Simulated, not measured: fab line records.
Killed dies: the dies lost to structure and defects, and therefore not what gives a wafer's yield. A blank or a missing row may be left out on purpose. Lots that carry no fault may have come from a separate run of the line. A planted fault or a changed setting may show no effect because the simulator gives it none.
Matching of chambers    flow n5-finfet    rie-diel-02 running N5_BEOL_M15_ETCH_57: 4 sister chambers
The step etches SOC in N2/H2, time 750 s. 8 wafers are shown with their chamber, then 11 later ones without.

WAFERS PAIRED WITH THEIR CHAMBERS
wafer   chamber  showerhead-plenum-p-Torr (Torr)  throttle-valve-pct (%)
L084.5  2        2.63                             17.89
L086.1  3        2.70                             17.67
L086.2  1        2.57                             18.12
L086.3  0        2.56                             18.02
L091.1  3        2.70                             17.69
L091.2  1        2.56                             18.15
L091.4  2        2.63                             17.89
L092.2  0        2.56                             18.04

WAFERS WITHOUT THEIR CHAMBER
wafer   showerhead-plenum-p-Torr (Torr)  throttle-valve-pct (%)
L092.4  2.56                             18.14
L092.5  2.63                             17.90
L094.4  2.70                             17.69
L094.5  2.63                             17.91
L094.6  2.56                             18.17
L095.1  2.69                             17.71
L095.3  2.63                             17.92
L095.6  2.63                             17.91
L096.1  2.62                             17.92
L096.3  2.56                             18.18
L096.4  2.69                             17.74

EACH ONE'S CHAMBER
wafer   from the rows above  in truth
L092.4  1                    1
L092.5  2                    2
L094.4  3                    3
L094.5  2                    2
L094.6  1                    1
L095.1  3                    3
L095.3  2                    2
L095.6  2                    2
L096.1  2                    2
L096.3  1                    1
L096.4  3                    3
Placed correctly: 11 of 11. Left unplaced by these rows: 0. 0 placed wrongly.
How it was worked out, from the rows above alone: a wafer's distance from a chamber is the root of the sum, over the readings, of the square of ((its reading less the chamber's mean) divided by the reading's scatter). The wafer belongs to the nearest chamber; if the next one is less than 2 further off, it can't be placed. A chamber's mean is the mean of its shown wafers. The scatter is the square root of a quotient: the sum, over the shown wafers, of each reading's squared deviation from its chamber's mean, divided by wafers minus chambers.
